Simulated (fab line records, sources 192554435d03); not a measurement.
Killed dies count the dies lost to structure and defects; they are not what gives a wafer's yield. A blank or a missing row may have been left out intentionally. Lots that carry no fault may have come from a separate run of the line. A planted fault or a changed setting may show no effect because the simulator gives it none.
Matching of chambers / flow n5_finfet / 4 sister chambers for N5_BEOL_M15_CMP_49 on cmp-04
The step polishes, stops on SiO2, t overpolish 4.9 s, target thk 850 nm. 4 wafers are shown with their chamber, then 6 later ones without.

## WAFERS WITH THEIR CHAMBER
wafer=L753.5; chamber=3; barrier_field_endpoint_s (s)=11.2
wafer=L762.1; chamber=1; barrier_field_endpoint_s (s)=11.9
wafer=L762.3; chamber=2; barrier_field_endpoint_s (s)=10.8
wafer=L762.6; chamber=0; barrier_field_endpoint_s (s)=11.2

## WAFERS WITH NO CHAMBER GIVEN
wafer=L764.2; barrier_field_endpoint_s (s)=12.1
wafer=L764.5; barrier_field_endpoint_s (s)=11.1
wafer=L764.6; barrier_field_endpoint_s (s)=12.2
wafer=L766.2; barrier_field_endpoint_s (s)=11.6
wafer=L766.3; barrier_field_endpoint_s (s)=11.1
wafer=L766.5; barrier_field_endpoint_s (s)=12.0

## CHAMBER TAKEN BY EACH
wafer=L764.2; from the rows above=1; in truth=1
wafer=L764.5; from the rows above=can't be placed: 0 or 3 or 2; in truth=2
wafer=L764.6; from the rows above=1; in truth=1
wafer=L766.2; from the rows above=can't be placed: 1 or 0 or 3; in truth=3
wafer=L766.3; from the rows above=can't be placed: 0 or 3 or 2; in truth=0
wafer=L766.5; from the rows above=1; in truth=1
Correctly placed: 3 of 6. Not placeable from these rows: 3 (in 3, the candidates include the true chamber). Placed wrongly: 0.
How it was worked out, from the rows above alone: a wafer's distance from a chamber is the root of the sum, over the readings, of the square of ((its reading less the chamber's mean) divided by the reading's scatter). The wafer belongs to the nearest chamber; if the next one is less than 2 further off, it can't be placed. A chamber's mean is the mean of its shown wafers. The scatter: with one shown wafer a chamber, the root of the mean of the squares of how far each hidden wafer lies from its nearest shown one.
